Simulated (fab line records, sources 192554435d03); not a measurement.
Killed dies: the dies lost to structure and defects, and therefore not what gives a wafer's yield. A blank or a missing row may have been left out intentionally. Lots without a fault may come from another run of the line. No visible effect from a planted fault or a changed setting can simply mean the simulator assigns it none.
Which tool is to blame? ; flow n5_finfet ; 24 lots, 72 wafers sampled, at 5 steps of a route of 1938

## WHAT THE GAUGES READ, wafer by wafer
N5_BEOL_M8_THK_MEAS_01. Usual: M8_ILD_THK typically reads 154.5 nm, with standard deviation 1.9.
lot;measured;on;M8_ILD_THK (nm);flag
L075;day 9 03:08;film_metro-01;152.1 159.2 155.4;
L074;day 9 08:42;film_metro-01;155.5 157.8 156.4;
L076;day 10 01:16;film_metro-02;154.4 154.4 155.6;
L077;day 10 03:24;film_metro-01;153.8 153.1 156.2;
L078;day 10 03:04;film_metro-02;153.1 152.2 152.6;
L079;day 10 07:05;film_metro-01;154.1 155.6 155.1;
L080;day 10 09:23;film_metro-01;152.2 154.6 155.9;
L081;day 10 13:02;film_metro-01;158.7 158.3 156.7;
L082;day 11 01:33;film_metro-02;155.2 153.0 156.7;
L083;day 11 02:16;film_metro-02;154.6 154.3 155.2;
L084;day 11 06:55;film_metro-01;152.1 155.2 155.3;
L085;day 11 08:47;film_metro-01;153.6 150.7 154.1;
L087;day 14 16:58;film_metro-01;152.5 152.2 152.9;
L088;day 15 01:14;film_metro-02;153.6 153.9 154.7;
L086;day 15 03:28;film_metro-01;154.6 154.5 155.1;
L093;day 15 05:10;film_metro-02;153.0 153.3 154.5;
L089;day 15 05:28;film_metro-02;153.6 154.3 155.1;
L094;day 15 13:18;film_metro-02;153.5 156.5 155.3;
L096;day 15 13:23;film_metro-02;153.6 155.4 157.3;
L091;day 15 22:01;film_metro-02;151.9 154.3 154.5;
L090;day 15 23:19;film_metro-02;155.2 157.6 158.0;
L095;day 16 02:23;film_metro-02;151.0 157.2 154.7;
L097;day 16 06:21;film_metro-01;152.7 155.3 154.3;
L092;day 16 11:28;film_metro-01;152.5 151.3 155.1;

## WHAT TOOL EACH LOT RAN ON (gives the tool, then ch and the chambers of the sampled wafers, and finally the start)
lot;N5_BEOL_M7_ETCH_66;N5_BEOL_M7_STRIP_36;N5_BEOL_M7_PRE_CLEAN_45;N5_BEOL_M8_CURE_74
L075;rie_diel-03 ch 0,1,2, day 8 22:38;rie_diel-03 ch 0,1,2, day 8 22:48;pvd_sputter-01, day 8 23:40;uv_cure-02 ch 0, day 9 02:43
L074;rie_diel-02 ch 0,1,2, day 9 04:32;rie_diel-02 ch 0,1,2, day 9 04:41;pvd_sputter-02, day 9 05:52;uv_cure-02 ch 0, day 9 08:16
L076;rie_diel-04 ch 0,2,3, day 9 20:05;rie_diel-04 ch 0,2,3, day 9 20:15;pvd_sputter-01, day 9 22:43;uv_cure-03 ch 0, day 10 00:49
L077;rie_diel-04 ch 1,3, day 9 22:28;rie_diel-04 ch 1,3, day 9 22:37;pvd_sputter-02, day 9 23:33;uv_cure-03 ch 2, day 10 02:34
L078;rie_diel-02 ch 0,1,3, day 9 22:33;rie_diel-02 ch 0,1,3, day 9 22:43;pvd_sputter-03, day 9 23:40;uv_cure-01 ch 0, day 10 02:33
L079;rie_diel-03 ch 1,2,3, day 10 03:36;rie_diel-03 ch 1,2,3, day 10 03:46;pvd_sputter-01, day 10 04:31;uv_cure-02 ch 2, day 10 06:40
L080;rie_diel-02 ch 1,2,3, day 10 05:41;rie_diel-02 ch 1,2,3, day 10 05:50;pvd_sputter-01, day 10 06:37;uv_cure-01 ch 1, day 10 08:52
L081;rie_diel-03 ch 2,3, day 10 09:31;rie_diel-03 ch 2,3, day 10 09:40;pvd_sputter-03, day 10 10:31;uv_cure-01 ch 1, day 10 12:41
L082;rie_diel-03 ch 0,3, day 10 21:01;rie_diel-03 ch 0,3, day 10 21:10;pvd_sputter-01, day 10 21:55;uv_cure-01 ch 0, day 11 00:34
L083;rie_diel-02 ch 0,1, day 10 22:34;rie_diel-02 ch 0,1, day 10 22:43;pvd_sputter-01, day 10 23:37;uv_cure-02 ch 1, day 11 01:54
L084;rie_diel-03 ch 0,1,3, day 11 03:13;rie_diel-03 ch 0,1,3, day 11 03:22;pvd_sputter-02, day 11 04:07;uv_cure-03 ch 2, day 11 06:29
L085;rie_diel-04 ch 0,1,3, day 11 05:38;rie_diel-04 ch 0,1,3, day 11 05:47;pvd_sputter-02, day 11 06:38;uv_cure-03 ch 2, day 11 08:16
L087;rie_diel-03 ch 0,3, day 14 13:56;rie_diel-03 ch 0,3, day 14 14:05;pvd_sputter-03, day 14 14:52;uv_cure-03 ch 0, day 14 16:27
L088;rie_diel-02 ch 0,1,3, day 14 21:43;rie_diel-02 ch 0,1,3, day 14 21:52;pvd_sputter-02, day 14 22:49;uv_cure-02 ch 2, day 15 00:43
L086;rie_diel-04 ch 0,2,3, day 14 22:33;rie_diel-04 ch 0,2,3, day 14 22:42;pvd_sputter-03, day 14 23:27;uv_cure-02 ch 0, day 15 02:58
L093;rie_diel-03 ch 2,3, day 15 01:44;rie_diel-03 ch 2,3, day 15 01:54;pvd_sputter-02, day 15 02:58;uv_cure-02 ch 2, day 15 04:49
L089;rie_diel-04 ch 0,2,3, day 15 01:55;rie_diel-04 ch 0,2,3, day 15 02:04;pvd_sputter-02, day 15 03:12;uv_cure-03 ch 0, day 15 05:07
L094;rie_diel-04 ch 1,2,3, day 15 08:45;rie_diel-04 ch 1,2,3, day 15 08:54;pvd_sputter-02, day 15 10:05;uv_cure-02 ch 2, day 15 12:47
L096;rie_diel-02 ch 0,2,3, day 15 09:53;rie_diel-02 ch 0,2,3, day 15 10:02;pvd_sputter-03, day 15 10:49;uv_cure-03 ch 1, day 15 12:53
L091;rie_diel-04 ch 0,1,3, day 15 18:51;rie_diel-04 ch 0,1,3, day 15 19:00;pvd_sputter-02, day 15 19:45;uv_cure-01 ch 0, day 15 21:40
L090;rie_diel-04 ch 0,1,2, day 15 19:21;rie_diel-04 ch 0,1,2, day 15 19:30;pvd_sputter-02, day 15 20:17;uv_cure-02 ch 0, day 15 22:53
L095;rie_diel-03 ch 2,3, day 15 21:10;rie_diel-03 ch 2,3, day 15 21:19;pvd_sputter-02, day 15 22:10;uv_cure-03 ch 1, day 16 02:02
L097;rie_diel-02 ch 0,1,2, day 16 00:50;rie_diel-02 ch 0,1,2, day 16 00:59;pvd_sputter-01, day 16 01:55;uv_cure-01 ch 0, day 16 05:50
L092;rie_diel-02 ch 0,1,2, day 16 05:59;rie_diel-02 ch 0,1,2, day 16 06:08;pvd_sputter-01, day 16 07:16;uv_cure-01 ch 0, day 16 10:28
- N5_BEOL_M7_ETCH_66: etches SOC in N2/H2, target depth 80 nm, overetch 16 nm, time 120 s.
- N5_BEOL_M7_STRIP_36: strips in N2/H2.
- N5_BEOL_M7_PRE_CLEAN_45: time 30 s.
- N5_BEOL_M8_CURE_74: cures SiCOH lowk, time 240 s.

## AS READ BY THE TOOLS THEMSELVES (means over the sampled wafers that have a number; for cases with no such wafer, the mark the record gives instead)
N5_BEOL_M7_ETCH_66. Usual: drypump_motor_current_A 5.8 A, standard deviation 0.38; oes_product_au 0.61 a.u., standard deviation 0.068; rf_vpp_V 523.4 V, standard deviation 2.2; showerhead_plenum_p_Torr 2.52 Torr, standard deviation 0.069; throttle_valve_pct 17.80 %, standard deviation 0.25.
lot;tool;drypump_motor_current_A (A);oes_product_au (a.u.);rf_vpp_V (V);showerhead_plenum_p_Torr (Torr);throttle_valve_pct (%);flag
L075;rie_diel-03;5.5;0.60;523.6;2.51;18.04;
L074;rie_diel-02;6.4;0.58;523.7;2.54;17.64;
L076;rie_diel-04;5.9;0.59;522.0;2.51;17.82;
L077;rie_diel-04;5.8;0.65;521.8;2.48;17.74;
L078;rie_diel-02;6.1;0.58;525.2;2.57;17.66;
L079;rie_diel-03;5.5;0.65;524.3;2.57;17.87;
L080;rie_diel-02;6.1;0.61;525.6;2.59;17.58;
L081;rie_diel-03;5.7;0.59;523.5;2.54;18.06;
L082;rie_diel-03;5.6;0.65;524.0;2.55;17.82;
L083;rie_diel-02;6.3;0.54;523.9;2.51;17.73;
L084;rie_diel-03;5.5;0.64;524.3;2.54;17.84;
L085;rie_diel-04;5.7;0.60;522.2;2.49;17.90;
L087;rie_diel-03;5.6;0.58;521.6;2.47;18.04;
L088;rie_diel-02;6.1;0.56;525.0;2.56;17.72;
L086;rie_diel-04;5.9;0.63;523.1;2.49;17.73;
L093;rie_diel-03;5.7;0.67;525.7;2.56;17.73;
L089;rie_diel-04;5.9;0.63;522.6;2.49;17.72;
L094;rie_diel-04;5.8;0.65;522.3;2.47;17.67;
L096;rie_diel-02;6.1;0.59;524.6;2.58;17.69;
L091;rie_diel-04;5.7;0.58;522.1;2.48;17.95;
L090;rie_diel-04;5.7;0.61;522.0;2.48;17.82;
L095;rie_diel-03;5.7;0.67;522.5;2.52;17.80;
L097;rie_diel-02;6.4;0.55;524.1;2.52;17.71;
L092;rie_diel-02;6.4;0.55;524.2;2.52;17.72;

N5_BEOL_M7_STRIP_36. Usual: drypump_motor_current_A 5.8 A, standard deviation 0.38; oes_product_au 0.79 a.u., standard deviation 0.094; rf_vpp_V 59.1 V, standard deviation 1.6; showerhead_plenum_p_Torr 2.52 Torr, standard deviation 0.069; throttle_valve_pct 23.62 %, standard deviation 0.29.
lot;tool;drypump_motor_current_A (A);oes_product_au (a.u.);rf_vpp_V (V);showerhead_plenum_p_Torr (Torr);throttle_valve_pct (%);flag
L075;rie_diel-03;5.5;0.79;58.6;2.51;23.91;
L074;rie_diel-02;6.3;0.76;57.6;2.53;23.38;
L076;rie_diel-04;5.8;0.76;59.4;2.50;23.69;
L077;rie_diel-04;5.9;0.85;58.4;2.47;23.60;
L078;rie_diel-02;6.1;0.76;59.3;2.57;23.44;
L079;rie_diel-03;5.6;0.85;58.9;2.57;23.67;
L080;rie_diel-02;6.1;0.81;60.2;2.59;23.38;
L081;rie_diel-03;5.7;0.76;58.5;2.54;23.88;
L082;rie_diel-03;5.6;0.85;58.4;2.54;23.59;
L083;rie_diel-02;6.3;0.70;57.7;2.51;23.46;
L084;rie_diel-03;5.5;0.84;58.6;2.54;23.65;
L085;rie_diel-04;5.7;0.79;60.0;2.49;23.81;
L087;rie_diel-03;5.5;0.75;58.6;2.47;23.86;
L088;rie_diel-02;6.1;0.74;59.9;2.55;23.47;
L086;rie_diel-04;5.9;0.81;58.3;2.49;23.63;
L093;rie_diel-03;5.7;0.87;59.4;2.56;23.50;
L089;rie_diel-04;5.9;0.83;59.8;2.49;23.64;
L094;rie_diel-04;5.8;0.85;61.1;2.46;23.55;
L096;rie_diel-02;6.0;0.77;59.6;2.57;23.43;
L091;rie_diel-04;5.7;0.76;58.7;2.48;23.83;
L090;rie_diel-04;5.6;0.79;59.8;2.48;23.73;
L095;rie_diel-03;5.7;0.87;59.6;2.52;23.63;
L097;rie_diel-02;6.3;0.72;58.4;2.51;23.46;
L092;rie_diel-02;6.4;0.72;59.5;2.51;23.45;

N5_BEOL_M7_PRE_CLEAN_45. Usual: 337 W for heater_power_w, sd 25.
lot;tool;heater_power_w (W);flag
L075;pvd_sputter-01;316;
L074;pvd_sputter-02;334;
L076;pvd_sputter-01;331;
L077;pvd_sputter-02;332;
L078;pvd_sputter-03;369;
L079;pvd_sputter-01;332;
L080;pvd_sputter-01;322;
L081;pvd_sputter-03;368;
L082;pvd_sputter-01;364;
L083;pvd_sputter-01;348;
L084;pvd_sputter-02;322;
L085;pvd_sputter-02;346;
L087;pvd_sputter-03;350;
L088;pvd_sputter-02;339;
L086;pvd_sputter-03;347;
L093;pvd_sputter-02;329;
L089;pvd_sputter-02;335;
L094;pvd_sputter-02;336;
L096;pvd_sputter-03;355;
L091;pvd_sputter-02;330;
L090;pvd_sputter-02;337;
L095;pvd_sputter-02;323;
L097;pvd_sputter-01;317;
L092;pvd_sputter-01;332;

N5_BEOL_M8_CURE_74. Usual: lamp_power_pct 52.31 %, standard deviation 0.06; wafer_temp_C_max 386.8, standard deviation 0.63.
lot;tool;lamp_power_pct (%);wafer_temp_C_max;flag
L075;uv_cure-02;52.34;386.2;
L074;uv_cure-02;52.32;386.1;
L076;uv_cure-03;52.37;386.2;
L077;uv_cure-03;52.34;387.1;
L078;uv_cure-01;52.31;387.0;
L079;uv_cure-02;52.29;386.3;
L080;uv_cure-01;52.39;386.2;
L081;uv_cure-01;52.37;386.2;
L082;uv_cure-01;52.27;387.6;
L083;uv_cure-02;52.21;387.5;
L084;uv_cure-03;52.31;387.7;
L085;uv_cure-03;52.33;387.2;
L087;uv_cure-03;52.31;386.4;
L088;uv_cure-02;52.29;386.9;
L086;uv_cure-02;52.30;386.4;
L093;uv_cure-02;52.35;386.7;
L089;uv_cure-03;52.30;386.3;
L094;uv_cure-02;52.35;386.8;
L096;uv_cure-03;52.33;387.6;
L091;uv_cure-01;52.24;387.8;
L090;uv_cure-02;52.33;386.1;
L095;uv_cure-03;52.29;387.1;
L097;uv_cure-01;52.37;387.4;
L092;uv_cure-01;52.28;387.1;

## THE ANSWER, worked out from the rows above alone
Rule: lot off if the mean of its wafers having a number is beyond 3 standard deviations from the usual mean. A lot without any number at a reading at which 4 lots or more have one is off too. All remaining lots with rows at the step are treated as sound. After the gauges, taken in route order, come the tools' own readings; for these a lot's mean is taken, as printed above. The first step at which some lot is off is used, and at that step the reading that is off furthest; a lot without a number counts as furthest.
Nothing can be told from this: no lot is off at any reading shown.

## WHAT THE SIMULATOR HAD PUT IN
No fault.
